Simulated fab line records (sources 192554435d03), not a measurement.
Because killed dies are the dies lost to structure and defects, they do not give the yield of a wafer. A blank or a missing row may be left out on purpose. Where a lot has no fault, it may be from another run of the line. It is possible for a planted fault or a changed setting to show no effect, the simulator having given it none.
Matching of chambers ; flow n5Finfet ; 3 sister chambers for N5_BEOL_M10_DEP_56 on pecvd-04
The step deposits SiCN from 3MS/NH3, target thk 15 nm, time 26.5 s. 3 wafers are shown with their chamber, then 8 later ones without.

## EACH WAFER AND ITS CHAMBER
wafer;chamber;throttleValvePct (%)
L089.3;1;8.9
L089.6;0;9.9
L092.1;2;8.4

## WAFERS MISSING THEIR CHAMBER
wafer;throttleValvePct (%)
L092.2;9.8
L092.4;10.0
L097.1;9.9
L097.2;9.2
L097.3;8.1
L097.4;8.6
L097.5;10.0
L097.6;9.1

## CHAMBER TAKEN BY EACH
wafer;from the rows above;in truth
L092.2;0;0
L092.4;0;0
L097.1;0;0
L097.2;1;1
L097.3;2;2
L097.4;can't be placed: 2 or 1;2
L097.5;0;0
L097.6;1;1
Placed correctly: 7 of 8. Cannot be placed on the basis of these rows: 1; the candidates contain the true chamber in 1. Number placed wrongly: 0.
How it was worked out, from the rows above alone: a wafer's distance from a chamber is the root of the sum, over the readings, of the square of ((its reading less the chamber's mean) divided by the reading's scatter). If the next closest chamber is less than 2 further off than the closest, the wafer can't be placed; otherwise it belongs to the closest. Each chamber's mean is taken over the wafers shown for it. The scatter: root of mean squared gap, hidden wafer to nearest shown wafer, with one shown wafer a chamber.
